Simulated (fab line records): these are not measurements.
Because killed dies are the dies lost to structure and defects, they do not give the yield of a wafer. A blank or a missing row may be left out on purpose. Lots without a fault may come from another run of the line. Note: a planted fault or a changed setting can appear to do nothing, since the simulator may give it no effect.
fab line records ; flow n5_finfet ; part 2 of 2: steps 5 to 6 of 6
[record] lots = 22; wafers = 66; last_day = 18
route steps=1938 shown FIN_CUT@176 STI_FIN_REVEAL@184 DUMMY_GATE@214 SD_EPI_N@293
lots that met no fault: from a run of the same line without faults
start_h: hours from the record's first day to the start of the lot's first wafer shown ; wait_h: hours since the lot's step before ; " repeats the value in the row above ; L1.1+2: one row covering several wafers at once ; - no value, or no start was given ; * or withheld: withheld ; < > ~ a bound
route shown NAME@n: a module of which the file shows steps, and the number in the route of the first ; usual: mean/standard deviation taken from wafers without a fault ; same: alike in all rows ; chamber/n: place in a boat ; sites: readings site by site ; _std_site: how widely they spread, as a standard deviation ; _edge_site: the outer-site mean with the inner-site mean subtracted ; radius_mm: for every site, how far away it sits from the centre of the wafer ; mask NAME#n: copy n ; behind: the tool/chamber that last shaped the wafer ; hold: reason for holding the lot/hours on hold/outcome of the hold ; device: names the non-switching transistor (n, p or np) ; end of line: tests run on the same wafers once the route is complete ; a step with no rows: only its recipe ; killed: dies that structure and defects cost at the first sort, which is not the same as the wafer's yield ; map: the dies of a wafer, with x for killed, . for not killed, _ for no die there
set.NAME: the run value of the setting; set.NAME@STEP: its run value at that earlier step ; model.NAME: the simulator's own value behind a step, which no gauge read
steps of the route over a sample of lots; a table a step, a row a wafer
services: a tool's chamber out of use, with start hour (start_h, from the record's first day; less than 0 if before it), hours out, and reason
[[steps]]
[step N5_DUMMY_GATE_HM_OPEN_21]
[recipe] chemistry = CH3F/O2; target = SiNx; target_depth_a = 1200; Ar_flow_sccm = 150; CH3F_flow_sccm = 30; O2_flow_sccm = 23; time_s = 171.4; pressure_mtorr = 30; source_w = 395; bias_w = 73; ion_energy_ev = 120.7
[usual] drypump_motor_current_A = 5.6/0.41; oes_product_au = 0.78/0.089; rf_fwd_power_W = 393.4/1.2; rf_vpp_V = 300/6.1; showerhead_plenum_p_Torr = 2.02/0.07; throttle_valve_pct = 16.47/0.24
lot.wafer;tool;chamber;start_h;wait_h;drypump_motor_current_A;oes_product_au;rf_fwd_power_W;rf_hours_counter_h;rf_vpp_V;showerhead_plenum_p_Torr;throttle_valve_pct
L074.2;rie_diel-04;0;48.09;0.0;6.3;0.97;391.3;3;294;1.98;16.47
L074.3;rie_diel-04;1;48.09;0.0;5.0;0.70;392.5;190;308;2.00;16.52
L074.5;rie_diel-04;0;48.09;0.0;6.3;0.96;392.4;-;293;1.98;16.48
L075.2;rie_diel-05;0;55.85;0.0;6.1;0.67;391.9;246;299;1.99;16.40
L075.4;rie_diel-05;2;55.85;0.0;5.8;0.78;393.4;101;301;2.04;16.55
L075.6;rie_diel-05;1;55.85;0.0;5.5;0.77;391.7;-;307;1.93;16.09
L076.3;rie_diel-03;2;64.99;0.0;6.0;0.74;394.4;177;306;1.94;16.45
L076.4;rie_diel-03;3;64.99;0.0;5.9;0.70;393.9;240;310;2.08;16.70
L076.6;rie_diel-03;0;64.99;0.0;5.8;0.75;393.6;-;294;2.11;16.78
L077.1;rie_diel-05;0;66.41;0.0;6.0;0.67;395.2;249;299;1.99;16.43
L077.2;rie_diel-05;2;66.41;0.0;5.8;0.77;393.5;104;301;2.04;16.55
L077.3;rie_diel-05;1;66.41;0.0;5.5;0.77;394.5;131;307;1.92;16.12
L078.1;rie_diel-03;3;72.88;0.0;5.9;0.69;395.6;243;309;2.08;16.71
L078.2;rie_diel-03;1;72.88;0.0;4.9;0.71;392.7;227;298;2.08;16.68
L078.5;rie_diel-03;1;72.88;0.0;4.9;0.70;393.8;-;298;2.08;16.68
L079.1;rie_diel-04;2;77.89;0.0;5.0;0.77;393.6;145;297;1.94;16.41
L079.3;rie_diel-04;0;77.89;0.0;6.2;0.93;393.8;13;295;1.97;16.48
L079.5;rie_diel-04;1;77.89;0.0;5.0;0.69;393.9;-;307;2.00;16.53
L080.4;rie_diel-05;2;81.90;0.1;5.8;0.77;395.5;-;302;2.04;16.56
L080.5;rie_diel-05;1;81.90;0.1;5.5;0.77;392.1;-;307;1.92;16.13
L080.6;rie_diel-05;3;81.90;0.1;5.4;0.85;391.4;-;290;2.05;16.47
L081.2;rie_diel-05;1;90.96;0.0;5.5;0.75;394.4;139;308;1.92;16.14
L081.3;rie_diel-05;0;90.96;0.0;6.1;1.00;394.2;1;299;1.99;15.96
L081.4;rie_diel-05;3;90.96;0.0;5.4;0.84;392.5;53;289;2.05;16.48
L083.1;rie_diel-03;3;100.18;0.0;5.9;0.68;391.9;249;309;2.08;16.73
L083.4;rie_diel-03;0;100.18;0.0;5.8;0.73;393.2;146;295;2.10;16.80
L083.5;rie_diel-03;1;100.18;0.0;4.9;0.70;395.3;-;298;2.08;16.69
L084.2;rie_diel-03;2;109.90;0.0;6.0;0.72;394.6;192;307;1.93;16.48
L084.3;rie_diel-03;0;109.90;0.0;5.8;0.73;393.2;148;296;2.10;16.81
L084.6;rie_diel-03;0;109.90;0.0;5.8;0.74;390.6;-;295;2.10;16.81
L085.3;rie_diel-05;3;116.49;0.0;5.4;0.84;394.3;60;290;2.05;16.50
L085.5;rie_diel-05;2;116.49;0.0;5.8;0.76;391.8;-;300;2.03;16.59
L085.6;rie_diel-05;3;116.49;0.0;5.4;0.84;394.4;-;290;2.05;16.50
L086.2;rie_diel-03;3;122.90;0.0;5.9;0.98;394.7;1;309;2.08;16.31
L086.3;rie_diel-03;2;122.90;0.0;6.0;0.71;392.9;197;304;1.93;16.49
L086.6;rie_diel-03;1;122.90;0.0;4.9;0.69;392.7;-;298;2.07;16.70
L087.1;rie_diel-03;0;126.84;0.0;5.8;0.73;392.9;154;295;2.10;16.83
L087.2;rie_diel-03;1;126.84;0.0;4.9;0.69;395.1;245;297;2.07;16.73
L087.5;rie_diel-03;3;126.84;0.0;5.9;0.99;393.4;-;308;2.08;16.30
L088.1;rie_diel-03;0;134.41;0.0;5.8;0.73;394.0;156;295;2.10;16.84
L088.5;rie_diel-03;0;134.41;0.0;5.8;0.73;394.4;-;294;2.10;16.82
L088.6;rie_diel-03;1;134.41;0.0;4.9;0.69;394.2;-;299;2.07;16.73
L089.1;rie_diel-05;3;136.74;0.0;5.4;0.84;393.8;66;290;2.05;16.50
L089.2;rie_diel-05;0;136.74;0.0;6.1;0.95;395.5;14;298;1.99;15.99
L089.6;rie_diel-05;2;136.74;0.0;5.8;0.76;393.8;-;302;2.03;16.61
L090.1;rie_diel-03;0;143.22;0.0;5.7;0.73;393.7;158;294;2.10;16.83
L090.4;rie_diel-03;0;143.22;0.0;5.8;0.73;393.9;-;295;2.10;16.83
L090.5;rie_diel-03;3;143.22;0.0;5.9;0.96;393.9;-;309;2.08;16.32
L091.1;rie_diel-04;2;148.62;0.0;5.0;0.75;392.7;166;295;1.93;16.44
L091.4;rie_diel-04;1;148.62;0.0;5.0;0.68;392.2;225;307;1.99;16.59
L091.5;rie_diel-04;1;148.62;0.0;5.0;0.68;392.7;-;307;1.99;16.58
L093.2;rie_diel-04;0;162.02;0.0;6.3;0.87;393.1;41;292;1.96;16.53
L093.5;rie_diel-04;2;162.02;0.0;5.0;0.74;392.9;-;295;1.93;16.45
L093.6;rie_diel-04;1;162.02;0.0;5.0;0.67;393.9;-;308;1.99;16.59
L094.2;rie_diel-04;1;166.48;0.0;5.0;0.68;393.9;231;306;1.99;16.61
L094.3;rie_diel-04;2;166.48;0.0;5.0;0.75;391.9;171;295;1.93;16.47
L094.4;rie_diel-04;0;166.48;0.0;6.3;0.87;394.9;42;293;1.96;16.54
L095.3;rie_diel-04;0;178.51;0.0;6.3;0.87;395.0;45;293;1.96;16.52
L095.5;rie_diel-04;0;178.51;0.0;6.3;0.86;396.2;-;293;1.96;16.55
L095.6;rie_diel-04;1;178.51;0.0;5.1;0.67;395.4;-;306;1.98;16.61
L096.3;rie_diel-05;0;179.72;0.0;6.0;0.92;393.5;27;299;1.98;15.99
L096.4;rie_diel-05;2;179.72;0.0;5.8;0.74;394.1;139;302;2.03;16.62
L096.5;rie_diel-05;0;179.72;0.0;6.1;0.92;393.4;-;299;1.98;16.01
L097.2;rie_diel-05;0;188.20;0.0;6.1;0.92;393.3;29;296;1.98;16.01
L097.4;rie_diel-05;1;188.20;0.0;5.5;0.74;392.5;169;306;1.91;16.20
L097.5;rie_diel-05;3;188.20;0.0;5.4;0.82;393.6;-;288;2.04;16.53
[step N5_SD_EPI_N_LINER_46]
[recipe] material = SiNx; target_thk_a = 30; temp_c = 400; ald_precursor_family = SiH2I2; ald_co_reactant = N2/H2-plasma; pressure_torr = 2
[usual] chamber_pressure_Torr = 1.999/0.0041; heater_power_outer_w = 551/62; heater_power_w = 891/80
lot.wafer;tool;chamber;start_h;wait_h;chamber_pressure_Torr;heater_power_outer_w;heater_power_w
L074.2;ald_sin-01;3;53.54;0.1;1.999;565;916
L074.3;ald_sin-01;1;53.54;0.1;2.006;458;756
L074.5;ald_sin-01;2;53.54;0.1;1.996;565;978
L075.2;ald_sin-03;0;61.33;0.1;2.005;640;907
L075.4;ald_sin-03;1;61.33;0.1;2.004;558;921
L075.6;ald_sin-03;2;61.33;0.1;1.999;596;881
L076.3;ald_sin-03;2;71.06;0.1;1.994;577;899
L076.4;ald_sin-03;3;71.06;0.1;1.997;639;1028
L076.6;ald_sin-03;2;71.06;0.1;1.996;584;864
L077.1;ald_sin-04;1;72.05;0.2;1.999;514;815
L077.2;ald_sin-04;2;72.05;0.2;2.006;489;862
L077.3;ald_sin-04;3;72.05;0.2;1.999;528;864
L078.1;ald_sin-01;3;79.51;0.2;1.996;558;926
L078.2;ald_sin-01;2;79.51;0.2;1.998;584;976
L078.5;ald_sin-01;1;79.51;0.2;2.009;453;750
L079.1;ald_sin-01;2;83.44;0.2;2.007;572;986
L079.3;ald_sin-01;3;83.44;0.2;2.003;557;932
L079.5;ald_sin-01;2;83.44;0.2;1.997;593;980
L080.4;ald_sin-03;2;88.50;1.4;2.004;597;900
L080.5;ald_sin-03;2;88.50;1.4;2.002;588;889
L080.6;ald_sin-03;3;88.50;1.4;2.006;636;1010
L081.2;ald_sin-03;0;96.69;0.1;1.998;660;904
L081.3;ald_sin-03;2;96.69;0.1;2.004;598;865
L081.4;ald_sin-03;1;96.69;0.1;1.999;572;916
L083.1;ald_sin-01;3;106.52;0.2;1.999;543;903
L083.4;ald_sin-01;2;106.52;0.2;2.000;586;985
L083.5;ald_sin-01;0;106.52;0.2;1.998;438;780
L084.2;ald_sin-04;0;115.79;0.6;1.993;530;918
L084.3;ald_sin-04;3;115.79;0.6;1.997;523;833
L084.6;ald_sin-04;3;115.79;0.6;2.002;530;846
L085.3;ald_sin-03;1;122.46;0.1;1.997;549;929
L085.5;ald_sin-03;0;122.46;0.1;2.000;644;911
L085.6;ald_sin-03;3;122.46;0.1;1.994;642;1020
L086.2;ald_sin-03;2;129.08;0.1;1.996;586;873
L086.3;ald_sin-03;3;129.08;0.1;2.001;635;1010
L086.6;ald_sin-03;1;129.08;0.1;2.000;569;912
L087.1;ald_sin-04;2;132.27;0.2;2.003;500;862
L087.2;ald_sin-04;1;132.27;0.2;2.004;519;823
L087.5;ald_sin-04;2;132.27;0.2;2.004;498;877
L088.1;ald_sin-01;2;141.45;0.2;2.003;580;985
L088.5;ald_sin-01;2;141.45;0.2;2.005;590;994
L088.6;ald_sin-01;3;141.45;0.2;1.995;562;924
L089.1;ald_sin-04;0;142.88;0.3;2.000;577;975
L089.2;ald_sin-04;2;142.88;0.3;1.998;496;857
L089.6;ald_sin-04;3;142.88;0.3;1.998;527;860
L090.1;ald_sin-04;2;149.57;0.2;1.998;479;857
L090.4;ald_sin-04;3;149.57;0.2;2.003;517;864
L090.5;ald_sin-04;2;149.57;0.2;2.003;495;832
L091.1;ald_sin-04;2;154.94;0.2;2.002;490;849
L091.4;ald_sin-04;3;154.94;0.2;1.999;524;845
L091.5;ald_sin-04;3;154.94;0.2;2.005;509;849
L093.2;ald_sin-03;3;168.29;0.1;1.990;652;1001
L093.5;ald_sin-03;2;168.29;0.1;2.004;577;909
L093.6;ald_sin-03;0;168.29;0.1;1.995;659;911
L094.2;ald_sin-01;0;171.95;0.1;2.002;426;770
L094.3;ald_sin-01;2;171.95;0.1;1.999;581;1010
L094.4;ald_sin-01;2;171.95;0.1;1.999;597;979
L095.3;ald_sin-04;1;184.82;0.8;1.994;518;798
L095.5;ald_sin-04;3;184.82;0.8;2.003;534;836
L095.6;ald_sin-04;1;184.82;0.8;1.996;524;803
L096.3;ald_sin-01;0;185.70;0.3;2.003;436;780
L096.4;ald_sin-01;3;185.70;0.3;1.998;563;915
L096.5;ald_sin-01;2;185.70;0.3;1.993;585;1025
L097.2;ald_sin-04;0;194.95;0.1;2.004;549;939
L097.4;ald_sin-04;2;194.95;0.1;1.998;508;853
L097.5;ald_sin-04;3;194.95;0.1;1.998;522;840
[[services]]
tool;chamber;start_h;hours;kind
ald_sin-02;3;6.52;4.4;repair
rie_diel-04;2;9.42;16.4;repair
ald_sin-03;1;11.87;2.0;repair
ald_sin-03;-;14.88;0.4;repair
rie_si-01;-;31.85;0.2;repair
ald_sin-04;0;61.54;4.6;repair
rie_si-06;3;64.60;4.5;repair
ald_sin-01;0;70.17;24.0;repair
ald_sin-03;1;70.58;1.9;repair
ald_sin-02;1;71.02;3.9;repair
rie_diel-03;3;74.51;6.5;repair
rie_diel-03;0;83.65;4.6;repair
ald_sin-02;3;85.31;6.2;repair
ald_sin-01;-;87.62;14.0;pm
rie_si-06;3;88.69;5.7;repair
ald_sin-02;2;118.66;2.2;repair
ald_sin-03;2;121.08;6.2;repair
ald_sin-01;-;144.75;4.3;pm
ald_sin-03;1;147.61;3.5;repair
ald_sin-03;-;151.62;0.4;repair
rie_diel-03;2;161.67;4.7;repair
ald_sin-01;1;171.53;61.6;repair
ald_sin-02;-;177.93;14.0;pm
ald_sin-01;0;180.13;1.6;repair
